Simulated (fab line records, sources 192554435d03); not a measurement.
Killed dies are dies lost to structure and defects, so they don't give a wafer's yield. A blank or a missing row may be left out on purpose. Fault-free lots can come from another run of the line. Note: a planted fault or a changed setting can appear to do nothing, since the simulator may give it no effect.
fab line records	flow n5-finfet
record: lots: 7	wafers: 21
route steps=1938 shown BEOL_M12@1639 BEOL_M14@1742 MIM_BOT@1833
start-h: hours from the record's first day to the start of the lot's first wafer shown	wait-h: time in hours since the lot's previous step	" repeats the value in the row above	L1.1+2: a row that stands for several wafers	- no value present, or no start provided	* or withheld: withheld	< > ~ a bound
route shown NAME@n: NAME is a module with steps in the file, n the number in the route of the first one	usual: mean and standard deviation over wafers with no fault	same: alike in all rows	chamber/n: place in a boat	sites: the reading at each site	_std_site: standard deviation across them	_edge_site: outer sites' mean less inner sites'	radius-mm: how far each site lies from the wafer's centre	mask NAME#n: copy n	behind: the last tool/chamber to shape the wafer	hold: what put the lot on hold/how long, in hours/how the hold closed	device: names the non-switching transistor (n, p or np)	end of line: tests of these same wafers at the route's end	a step given without rows: its recipe and nothing more	killed: at the first sort, the dies lost to defects and structure; wafer yield is something else	map: per-die view of a wafer (x killed, . not killed, _ where there is no die)
set.NAME: the setting as run; set.NAME@STEP: as run at that earlier step	model.NAME: the simulator's own value behind a step, which no gauge read
lots where settings were altered on purpose, with a table for each step and a row for each wafer
== steps ==
step: N5_BEOL_M12_TRENCH_ETCH_34
recipe: chemistry: C4F8/O2/Ar	target: SiOC	target-depth-a: 3189.5	mask-material: SOC	pressure-mtorr: 30	source-w: 3000	bias-w: 700	Ar_flow_sccm: 400	C4F8_flow_sccm: 15	O2_flow_sccm: 8	he-inner-torr: 15	he-outer-torr: 30	time-s: 125.5	ion-energy-ev: 250
lot.wafer	tool	chamber	start-h	wait-h	set.time-s	model.etch.depth-nm
L074.3	rie-diel-02	3	232.18	0.0	125.5	317.4
L074.5	"	2	"	"	125.5	324.7
L074.6	"	1	"	"	125.5	322.2
L078.2	rie-diel-01	3	258.91	0.0	125.5	318.1
L078.5	"	1	"	"	125.5	323.1
L078.6	"	0	"	"	125.5	319.3
L079.1	rie-diel-01	1	319.62	0.0	125.5	320.4
L079.2	"	2	"	"	104.5	271.7
L079.3	"	0	"	"	104.5	265.8
L085.1	rie-diel-01	2	322.31	0.0	125.5	324.9
L085.3	"	0	"	"	113	287.1
L085.6	"	0	"	"	125.5	316.7
L096.2	rie-diel-04	3	387.98	0.0	125.5	318
L096.3	"	0	"	"	149.9	380.5
L096.6	"	2	"	"	125.5	314.8
L094.4	rie-diel-04	0	394.44	0.0	125.5	325.8
L094.5	"	2	"	"	148.1	378.3
L094.6	"	3	"	"	148.1	375.1
L097.2	rie-diel-04	1	396.64	0.0	98.37	245.7
L097.3	"	3	"	"	125.5	314.4
L097.4	"	2	"	"	125.5	313.8
step: N5_BEOL_M12_STRIP_70
recipe: chemistry: C4F8/O2/Ar	resist: SiARC	rf-frequency-hz: 6e+07
step: N5_BEOL_M12_OCD_MEAS_35
usual: trench-depth-nm: 319/4.2
lot.wafer	tool	chamber	start-h	wait-h	set.time-s@BEOL_M12_TRENCH_ETCH_34	trench-depth-nm
L074.3	ocd-01	-	232.34	0.0	125.5	318
L074.5	"	-	"	"	125.5	324
L074.6	"	-	"	"	125.5	322
L078.2	ocd-01	-	259.06	0.0	125.5	318
L078.5	"	-	"	"	125.5	323
L078.6	"	-	"	"	125.5	319
L079.1	ocd-01	-	319.77	0.0	125.5	320
L079.2	"	-	"	"	104.5	271
L079.3	"	-	"	"	104.5	266
L085.1	ocd-02	-	322.46	0.0	125.5	324
L085.3	"	-	"	"	113	287
L085.6	"	-	"	"	125.5	317
L096.2	ocd-01	-	388.14	0.0	125.5	318
L096.3	"	-	"	"	149.9	381
L096.6	"	-	"	"	125.5	315
L094.4	ocd-01	-	394.60	0.0	125.5	326
L094.5	"	-	"	"	148.1	379
L094.6	"	-	"	"	148.1	375
L097.2	ocd-01	-	396.79	0.0	98.37	245
L097.3	"	-	"	"	125.5	314
L097.4	"	-	"	"	125.5	314
step: N5_BEOL_M12_STRIP_37
recipe: chemistry: N2/H2	power-w: 1000	temp-c: 250	h2-frac: 0.65	overash-fraction: 0.3	pressure-mtorr: withheld	n2-flow-sccm: 1750	h2-flow-sccm: 3250
step: N5_BEOL_M12_ETCH_38
recipe: chemistry: CF4/N2	target: SiCN	target-depth-a: 687	taper-deg: 2	time-s: 73.4	ion-energy-ev: 150	mask-material: SiO2	pressure-mtorr: 40	source-w: 430	bias-w: 70	Ar_flow_sccm: 100	cf4-flow-sccm: 60	n2-flow-sccm: 60
lot.wafer	tool	chamber	start-h	wait-h	set.time-s@BEOL_M12_ILD_DEP_00	model.SiOC_of_BEOL_M12_ILD_DEP_00.thk-nm
L074.3	rie-diel-01	1	233.91	-	130.7	598.2
L074.5	"	3	"	"	130.7	615.2
L074.6	"	1	"	"	130.7	606.6
L078.2	rie-diel-02	0	259.40	-	130.7	612.2
L078.5	"	1	"	"	130.7	619.8
L078.6	"	2	"	"	130.7	614.2
L079.1	rie-diel-01	3	323.85	-	130.7	606.4
L079.2	"	0	"	"	130.7	621.6
L079.3	"	1	"	"	130.7	610.4
L085.1	rie-diel-01	2	332.71	-	130.7	608.4
L085.3	"	1	"	"	130.7	604.6
L085.6	"	1	"	"	130.7	615.2
L096.2	rie-diel-04	1	391.18	-	130.7	602.2
L096.3	"	0	"	"	137.7	641
L096.6	"	2	"	"	137.7	655.2
L094.4	rie-diel-02	0	395.03	-	130.7	627.6
L094.5	"	1	"	"	130.7	618.2
L094.6	"	3	"	"	130.7	624.2
L097.2	rie-diel-01	3	398.78	-	150.2	693
L097.3	"	0	"	"	130.7	610.6
L097.4	"	2	"	"	130.7	611
step: N5_BEOL_M12_PRECLEAN_39
recipe: chemistry: residue-remover	time-s: 60	temp-c: 40
step: N5_BEOL_M12_SRD_40
recipe: time-s: 30	temp-c: 23	rinse-liquid: diw	dry: n2-spin	spin-rpm: 1500	dry-time-s: 30
step: N5_BEOL_M12_ECD_47
recipe: material: Cu	target-thk-a: 7200
step: N5_BEOL_M12_ANNEAL_48
recipe: temp-c: 225	time-s: 90	ambient: N2
step: N5_BEOL_M12_CMP_49
recipe: stop-on: SiOC	t-overpolish-s: 20.6	down-force-psi: 1	platen-rpm: 50	clearing-platen-down-force-psi: 1.5	clearing-platen-rpm: 50	post-cmp-clean: cu-alkaline	target-thk-nm: 320	clearing-platen-pad-velocity-m-s: 0.99484	pad-velocity-m-s: 0.99484
lot.wafer	tool	chamber	start-h	wait-h	set.time-s@BEOL_M12_TRENCH_ETCH_34	model.Cu_of_BEOL_M12_ECD_47.thk-nm
L074.3	cmp-02	2	235.58	0.3	125.5	315
L074.5	"	3	"	"	125.5	324.6
L074.6	"	0	"	"	125.5	320.8
L078.2	cmp-02	2	260.94	0.2	125.5	318
L078.6	"	2	"	"	125.5	316.8
L078.5	"	3	"	"	125.5	322.8
L079.3	cmp-04	0	325.46	0.2	104.5	268.6
L079.1	"	1	"	"	125.5	321
L079.2	"	2	"	"	104.5	272.6
L085.3	cmp-04	2	334.69	0.2	113	286.4
L085.1	"	0	"	"	125.5	326.4
L085.6	"	2	"	"	125.5	318.2
L096.3	cmp-04	1	392.42	0.2	149.9	381.2
L096.2	"	0	"	"	125.5	320.2
L096.6	"	2	"	"	125.5	316.8
L094.4	cmp-01	2	396.07	0.2	125.5	329.2
L094.5	"	1	"	"	148.1	380.8
L094.6	"	2	"	"	148.1	378.2
L097.3	cmp-04	0	400.66	0.2	125.5	317.6
L097.4	"	1	"	"	125.5	314.8
L097.2	"	2	"	"	98.37	248.2
step: N5_BEOL_M12_THK_MEAS_50
recipe: thk-meas-gauge: xrf	reads: Cu_of_BEOL_M12_ECD_47
usual: M12_THK: 316/4.9
lot.wafer	tool	chamber	start-h	wait-h	set.time-s@BEOL_M12_TRENCH_ETCH_34	M12_THK[nm]
L074.3	film-metro-01	-	235.77	-	125.5	308
L074.5	"	-	"	"	125.5	316
L074.6	"	-	"	"	125.5	313
L078.2	film-metro-02	-	261.24	-	125.5	316
L078.5	"	-	"	"	125.5	320
L078.6	"	-	"	"	125.5	315
L079.1	film-metro-01	-	325.71	-	125.5	318
L079.2	"	-	"	"	104.5	269
L079.3	"	-	"	"	104.5	264
L085.1	film-metro-01	-	334.95	-	125.5	323
L085.3	"	-	"	"	113	285
L085.6	"	-	"	"	125.5	315
L096.2	film-metro-02	-	392.72	-	125.5	320
L096.3	"	-	"	"	149.9	381
L096.6	"	-	"	"	125.5	317
L094.4	film-metro-02	-	396.33	-	125.5	327
L094.5	"	-	"	"	148.1	377
L094.6	"	-	"	"	148.1	375
L097.2	film-metro-01	-	400.92	-	98.37	242
L097.3	"	-	"	"	125.5	310
L097.4	"	-	"	"	125.5	308
step: N5_BEOL_M12_PRE_CLEAN_52
recipe: gas: NH3	time-s: 15	temp-c: withheld	rf-power-w: 300
step: N5_BEOL_M12_DEP_53
recipe: material: SiCN	target-thk-a: 300	temp-c: withheld	precursor: 3MS/NH3	pressure-torr: 3	rf-w: 675	time-s: 10.5
step: N5_BEOL_M12_RS_MEAS_54
recipe: thk-meas-gauge: four-point-probe	reads: Cu_of_BEOL_M12_ECD_47+Ta_of_BEOL_M12_SPUTTER_44+TaN_of_BEOL_M12_SPUTTER_43
usual: M12_RS: 0.0602/0.00081
lot.wafer	tool	chamber	start-h	wait-h	set.time-s@BEOL_M12_TRENCH_ETCH_34	M12_RS[ohm/sq]
L074.3	film-metro-01	-	235.89	0.0	125.5	0.0611
L074.5	"	-	"	"	125.5	0.0592
L074.6	"	-	"	"	125.5	0.0599
L078.2	film-metro-02	-	261.36	0.0	125.5	0.0605
L078.5	"	-	"	"	125.5	0.0595
L078.6	"	-	"	"	125.5	0.0608
L079.1	film-metro-02	-	325.84	0.0	125.5	0.0599
L079.2	"	-	"	"	104.5	0.0711
L079.3	"	-	"	"	104.5	0.0722
L085.1	film-metro-02	-	335.08	0.0	125.5	0.0589
L085.3	"	-	"	"	113	0.0674
L085.6	"	-	"	"	125.5	0.0604
L096.2	film-metro-02	-	392.84	0.0	125.5	0.0601
L096.3	"	-	"	"	149.9	0.0500
L096.6	"	-	"	"	125.5	0.0608
L094.4	film-metro-01	-	396.46	0.0	125.5	0.0584
L094.5	"	-	"	"	148.1	0.0501
L094.6	"	-	"	"	148.1	0.0505
L097.2	film-metro-02	-	401.05	0.0	98.37	0.0786
L097.3	"	-	"	"	125.5	0.0604
L097.4	"	-	"	"	125.5	0.0612
step: N5_BEOL_M14_EXPOSE_25
recipe: mask-id: M14	na: 0.8	source-shape: annular	sigma-inner: 0.5	sigma-outer: 0.8	polarization: unpolarized	target-cd-nm: 280	dose-mj: 26.6
lot.wafer	tool	chamber	start-h	wait-h	mask	set.dose-mj
L074.3+5	krf-scanner-01	0	243.79	-	M14#0	27.73
L074.6	"	0	"	"	M14#0	26.6
L078.2+5+6	krf-scanner-01	0	268.80	-	M14#0	26.6
L079.1+2+3	krf-scanner-02	0	336.15	-	M14#0	26.6
L085.1+3+6	krf-scanner-02	0	346.57	-	M14#0	26.6
L096.2	krf-scanner-01	0	401.56	-	M14#0	25.34
L096.3+6	"	0	"	"	M14#0	26.6
L094.4+5	krf-scanner-01	0	403.00	-	M14#0	26.6
L094.6	"	0	"	"	M14#0	27.94
L097.2	krf-scanner-01	0	407.16	-	M14#0	26.6
L097.3+4	"	0	"	"	M14#0	25.53
step: N5_BEOL_M14_PEB_26
recipe: peb-temp-c: 130	peb-time-s: 90
step: N5_BEOL_M14_DEVELOP_27
recipe: develop-time-s: 45	rinse-liquid: diw	dry: air-spin	dev-temp-c: 21
step: N5_BEOL_M14_HARDBAKE_32
recipe: temp-c: 130	time-s: 120
step: N5_BEOL_M14_CD_MEAS_28
recipe: target-cd-nm: 284.4	landing-energy-ev: 500	detector: se-inlens
usual: cd-nm: 284.8/1.6
lot.wafer	tool	chamber	start-h	wait-h	set.dose-mj@BEOL_M14_EXPOSE_25	cd-nm
L074.3	cd-sem-03	0	243.95	-	27.73	290.2
L074.5	"	0	"	"	27.73	293.8
L074.6	"	0	"	"	26.6	282.6
L078.2	cd-sem-02	0	268.96	-	26.6	284.2
L078.5	"	0	"	"	26.6	285.5
L078.6	"	0	"	"	26.6	285.5
L079.1	cd-sem-02	0	336.32	-	26.6	283.0
L079.2	"	0	"	"	26.6	282.6
L079.3	"	0	"	"	26.6	284.9
L085.1	cd-sem-02	0	346.74	-	26.6	284.3
L085.3	"	0	"	"	26.6	285.5
L085.6	"	0	"	"	26.6	284.5
L096.2	cd-sem-02	0	401.73	-	25.34	275.5
L096.3	"	0	"	"	26.6	282.8
L096.6	"	0	"	"	26.6	282.4
L094.4	cd-sem-01	0	403.16	-	26.6	285.4
L094.5	"	0	"	"	26.6	286.8
L094.6	"	0	"	"	27.94	294.0
L097.2	cd-sem-03	0	407.33	-	26.6	285.5
L097.3	"	0	"	"	25.53	277.1
L097.4	"	0	"	"	25.53	277.3
step: N5_BEOL_M14_DESCUM_33
recipe: chemistry: O2	time-s: 7.9	source-power-w: 50	bias-power-w: 20	pressure-mtorr: 20	rf-frequency-hz: 2.712e+07	temp-c: 40	o2-flow-sccm: 225
lot.wafer	tool	chamber	start-h	wait-h	set.time-s	set.dose-mj@BEOL_M14_EXPOSE_25	model.BEOL_M14.cd-nm
L074.3	rie-diel-04	0	244.17	0.2	9.204	27.73	289.6
L074.5	"	2	"	"	7.9	27.73	293.6
L074.6	"	1	"	"	7.9	26.6	282.6
L078.2	rie-diel-02	0	269.12	0.1	7.9	26.6	283.8
L078.5	"	0	"	"	7.9	26.6	285
L078.6	"	1	"	"	7.9	26.6	285.6
L079.1	rie-diel-04	3	336.41	0.0	7.9	26.6	282.8
L079.2	"	1	"	"	9.582	26.6	282.4
L079.3	"	2	"	"	7.9	26.6	284.6
L085.1	rie-diel-02	2	346.84	0.0	7.9	26.6	284.2
L085.3	"	0	"	"	7.9	26.6	285.6
L085.6	"	1	"	"	7.9	26.6	284.4
L096.2	rie-diel-01	3	401.82	0.0	7.9	25.34	275.8
L096.3	"	2	"	"	9.591	26.6	283
L096.6	"	3	"	"	9.591	26.6	282.4
L094.4	rie-diel-01	3	403.53	0.3	9.581	26.6	285.2
L094.5	"	0	"	"	9.581	26.6	286.6
L094.6	"	1	"	"	7.9	27.94	293.8
L097.2	rie-diel-04	2	407.47	0.1	8.52	26.6	285.4
L097.3	"	3	"	"	7.9	25.53	277
L097.4	"	1	"	"	8.52	25.53	277.4
step: N5_BEOL_M14_ETCH_67
recipe: chemistry: CF4	target: SiARC	target-depth-a: 1430	time-s: 238.3	ion-energy-ev: 80	pressure-mtorr: 40	source-w: 545	bias-w: 36	Ar_flow_sccm: 100	cf4-flow-sccm: 100	ends: cleared
step: N5_BEOL_M14_ETCH_68
recipe: chemistry: N2/H2	target: SOC	mask-material: SiARC	source-w: 3000	bias-w: 350	temp-c: 40	time-s: 450	ion-energy-ev: 200	pressure-mtorr: 30	n2-flow-sccm: 200	h2-flow-sccm: 200
step: N5_BEOL_M14_STRIP_69
recipe: chemistry: N2/H2	temp-c: 40	n2-flow-sccm: 200	h2-flow-sccm: 200	rf-frequency-hz: 6e+07
step: N5_BEOL_M14_TRENCH_ETCH_34
recipe: chemistry: C4F8/O2/Ar	target: SiO2	target-depth-a: 5566.5	mask-material: SOC	he-inner-torr: 15	he-outer-torr: 30	time-s: 126.9	ion-energy-ev: 800	pressure-mtorr: 20	source-w: 1905	bias-w: 2040	Ar_flow_sccm: 400	C4F8_flow_sccm: 16	O2_flow_sccm: 12
lot.wafer	tool	chamber	start-h	wait-h	set.dose-mj@BEOL_M14_EXPOSE_25	model.BEOL_M14.cd-nm
L074.3	rie-diel-04	0	244.63	0.0	27.73	286
L074.5	"	2	"	"	27.73	288.2
L074.6	"	1	"	"	26.6	279.4
L078.2	rie-diel-02	0	269.57	0.0	26.6	277.2
L078.5	"	0	"	"	26.6	278.4
L078.6	"	1	"	"	26.6	278.8
L079.1	rie-diel-04	3	336.86	0.0	26.6	278.6
L079.2	"	1	"	"	26.6	278.4
L079.3	"	2	"	"	26.6	281.2
L085.1	rie-diel-02	2	347.29	0.0	26.6	278
L085.3	"	0	"	"	26.6	279
L085.6	"	1	"	"	26.6	276.8
L096.2	rie-diel-01	3	402.27	0.0	25.34	270.8
L096.3+6	"	2,3	"	"	26.6	277.2
L094.4	rie-diel-01	3	403.98	0.0	26.6	280.2
L094.5	"	0	"	"	26.6	281.4
L094.6	"	1	"	"	27.94	290.4
L097.2	rie-diel-04	2	407.93	0.0	26.6	283.2
L097.3	"	3	"	"	25.53	272.8
L097.4	"	1	"	"	25.53	273.4
step: N5_MIM_BOT_SPUTTER_00
recipe: material: TiN	target-thk-a: 350	temp-c: 200	power-w: 3000	chamber-pressure-pa: 0.49996	gas: Ar	reactive-partial-pa: 0.37997	time-s: 89.7
lot.wafer	tool	chamber	start-h	wait-h	set.time-s	model.TiN_of_MIM_BOT_SPUTTER_00.thk-nm
L074.3	pvd-sputter-01	-	256.71	0.0	89.7	34.6
L074.5	"	-	"	"	89.7	34.8
L074.6	"	-	"	"	89.7	35.2
L078.2	pvd-sputter-02	-	285.40	0.0	89.7	34.2
L078.5+6	"	-	"	"	89.7	33.8
L079.1+3	pvd-sputter-03	-	346.49	0.0	89.7	35.4
L079.2	"	-	"	"	89.7	35.2
L085.1	pvd-sputter-03	-	365.61	0.0	89.7	35.2
L085.3+6	"	-	"	"	85.33	33.6
L096.2+6	pvd-sputter-03	-	411.17	0.0	84.39	33
L096.3	"	-	"	"	89.7	35.2
L094.4	pvd-sputter-01	-	421.83	0.0	89.7	35.4
L094.5	"	-	"	"	89.7	35
L094.6	"	-	"	"	89.7	35.2
L097.2	pvd-sputter-01	-	422.21	0.0	89.7	34.8
L097.3	"	-	"	"	89.7	35
L097.4	"	-	"	"	100.2	38.6
== key ==
split: step: N5_BEOL_M12_TRENCH_ETCH_34	setting: time-s	stated: 125.5	by: wafer
response: step: N5_BEOL_M12_TRENCH_ETCH_34	reading: model.etch.depth-nm	change: +3.13	per: 1%	r: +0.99
response: step: N5_BEOL_M12_OCD_MEAS_35	reading: trench-depth-nm	change: +3.13	per: 1%	r: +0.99
response: step: N5_BEOL_M12_CMP_49	reading: model.Cu_of_BEOL_M12_ECD_47.thk-nm	change: +3.1	per: 1%	r: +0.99
response: step: N5_BEOL_M12_THK_MEAS_50	reading: M12_THK	change: +3.07	per: 1%	r: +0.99
response: step: N5_BEOL_M12_RS_MEAS_54	reading: M12_RS	change: -0.000651	per: 1%	r: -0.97
split: step: N5_BEOL_M14_EXPOSE_25	setting: dose-mj	stated: 26.6	by: wafer
response: step: N5_BEOL_M14_CD_MEAS_28	reading: cd-nm	change: +1.79	per: 1%	r: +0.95
response: step: N5_BEOL_M14_DESCUM_33	reading: model.BEOL_M14.cd-nm	change: +1.75	per: 1%	r: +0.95
response: step: N5_BEOL_M14_TRENCH_ETCH_34	reading: model.BEOL_M14.cd-nm	change: +1.85	per: 1%	r: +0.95
split: step: N5_BEOL_M14_DESCUM_33	setting: time-s	stated: 7.9	by: wafer
response none clear
split: step: N5_MIM_BOT_SPUTTER_00	setting: time-s	stated: 89.7	by: wafer
response: step: N5_MIM_BOT_SPUTTER_00	reading: model.TiN_of_MIM_BOT_SPUTTER_00.thk-nm	change: +0.328	per: 1%	r: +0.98
split outside-this-file step=N5_BEOL_M12_ILD_DEP_00 setting=time-s
split outside-this-file: this setting was split too, and the file shows its column; the key of that split is in another file
